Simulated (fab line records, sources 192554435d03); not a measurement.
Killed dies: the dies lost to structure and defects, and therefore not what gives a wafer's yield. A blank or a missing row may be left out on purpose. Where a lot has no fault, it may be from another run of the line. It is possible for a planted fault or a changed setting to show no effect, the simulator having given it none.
Which tool was responsible? | flow n5 finfet | 12 lots with 36 wafers sampled at 6 steps, on a route of 1938 steps

## WHAT EACH GAUGE READ, for each wafer
N5_BEOL_M14_INSPECT_12: inspects for defects (macro).
lot  | measured     | on                | raw defect count
L077 | day 12 01:29 | defect inspect-01 | 0 2 1
L079 | day 12 15:53 | defect inspect-01 | 2 4 1
L076 | day 12 20:11 | defect inspect-02 | 2 1 4
L081 | day 14 02:19 | defect inspect-02 | 3 2 6
L080 | day 14 09:28 | defect inspect-01 | 3 5 6
L084 | day 14 11:38 | defect inspect-01 | 3 1 2
L090 | day 15 06:17 | defect inspect-02 | 1 3 1
L088 | day 16 01:38 | defect inspect-01 | 3 4 2
L091 | day 16 05:21 | defect inspect-01 | 3 4 2
L094 | day 17 21:57 | defect inspect-02 | 3 0 1
L097 | day 18 12:16 | defect inspect-01 | 5 0 1
L095 | day 18 15:28 | defect inspect-02 | 2 1 3

## WHICH TOOL RAN EACH LOT (tool, then ch and the chambers of the sampled wafers, then the start)
lot  | N5_BEOL_M11_ALD_74                  | N5_BEOL_M11_ANNEAL_51            | N5_BEOL_M13_ETCH_67                | N5_BEOL_M13_ETCH_38                | N5_BEOL_M13_ANNEAL_48
L077 | ald metal-04 ch 0,2,3, day 11 12:23 | rtp anneal-01 ch 0, day 11 14:38 | rie diel-06 ch 0,3, day 11 21:45   | rie diel-05 ch 0,1,3, day 11 23:05 | rtp anneal-02 ch 0, day 12 00:02
L079 | ald metal-01 ch 0,2,3, day 12 04:08 | rtp anneal-02 ch 0, day 12 04:51 | rie diel-05 ch 0,1,2, day 12 12:58 | rie diel-02 ch 0,1,2, day 12 13:42 | rtp anneal-01 ch 0, day 12 14:32
L076 | ald metal-04 ch 0,3, day 12 05:01   | rtp anneal-02 ch 0, day 12 05:53 | rie diel-05 ch 1,2, day 12 15:38   | rie diel-02 ch 0,3, day 12 17:56   | rtp anneal-02 ch 0, day 12 18:47
L081 | ald metal-01 ch 0,1,3, day 13 06:11 | rtp anneal-01 ch 0, day 13 07:04 | rie diel-06 ch 0,1,3, day 13 21:40 | rie diel-02 ch 0,1,3, day 13 22:19 | rtp anneal-02 ch 0, day 14 01:07
L080 | ald metal-04 ch 0,1, day 13 17:55   | rtp anneal-01 ch 0, day 13 19:29 | rie diel-02 ch 0,1, day 14 04:57   | rie diel-06 ch 0,1,3, day 14 06:56 | rtp anneal-02 ch 0, day 14 08:04
L084 | ald metal-02 ch 0,3, day 13 19:15   | rtp anneal-01 ch 0, day 13 21:47 | rie diel-05 ch 0,3, day 14 05:35   | rie diel-06 ch 0,1, day 14 07:46   | rtp anneal-01 ch 0, day 14 10:26
L090 | ald metal-02 ch 0,1,2, day 14 17:02 | rtp anneal-01 ch 0, day 14 18:23 | rie diel-06 ch 0,1,3, day 15 01:04 | rie diel-02 ch 0,2,3, day 15 03:34 | rtp anneal-02 ch 0, day 15 04:58
L088 | ald metal-02 ch 0,1,3, day 15 10:50 | rtp anneal-01 ch 0, day 15 13:35 | rie diel-05 ch 0,1,2, day 15 21:21 | rie diel-05 ch 0,1,2, day 15 23:07 | rtp anneal-02 ch 0, day 16 00:11
L091 | ald metal-01 ch 1,2,3, day 15 14:29 | rtp anneal-01 ch 0, day 15 17:38 | rie diel-06 ch 0,1,3, day 16 01:43 | rie diel-05 ch 0, day 16 02:47     | rtp anneal-02 ch 0, day 16 03:56
L094 | ald metal-04 ch 0,1,3, day 17 06:27 | rtp anneal-01 ch 0, day 17 07:28 | rie diel-02 ch 1,2,3, day 17 16:20 | rie diel-05 ch 0,2,3, day 17 19:18 | rtp anneal-02 ch 0, day 17 20:28
L097 | ald metal-04 ch 1,3, day 17 17:04   | rtp anneal-02 ch 0, day 17 19:06 | rie diel-06 ch 0,2,3, day 18 05:32 | rie diel-05 ch 0,2,3, day 18 09:31 | rtp anneal-01 ch 0, day 18 10:51
L095 | ald metal-01 ch 0,1,3, day 18 00:06 | rtp anneal-02 ch 0, day 18 02:21 | rie diel-05 ch 1,2,3, day 18 11:37 | rie diel-02 ch 0,2,3, day 18 12:59 | rtp anneal-01 ch 0, day 18 14:05
- N5_BEOL_M11_ALD_74: deposits TaN, target thk 2 nm, pulse time 2 s, purge time 3 s.
- N5_BEOL_M11_ANNEAL_51: time 90 s.
- N5_BEOL_M13_ETCH_67: etches SiARC in CF4, target depth 143 nm, time 238.3 s.
- N5_BEOL_M13_ETCH_38: etches SiCN in CF4/N2, target depth 67.5 nm, time 71.9 s.
- N5_BEOL_M13_ANNEAL_48: time 90 s.

## THE ANSWER, worked out from the rows above alone
Rule: the usual values come from the lots themselves. The widest of any qualifying gaps counts: lots, ordered by their means at a reading, are off when they make up no more than a third of the lots, leave a main group of 4 or more, and stand apart from it by 3 or more times the standard deviation of that group's means. If all means in a main group match to the digits the tables above print for the reading, that group is not used. Also off: a lot with no number at a reading for which 4 or more lots have one. The other lots that the step has rows for count as sound.
Nothing can be told from this: no lot is off at any reading shown.

## WHAT THE SIMULATOR PUT IN
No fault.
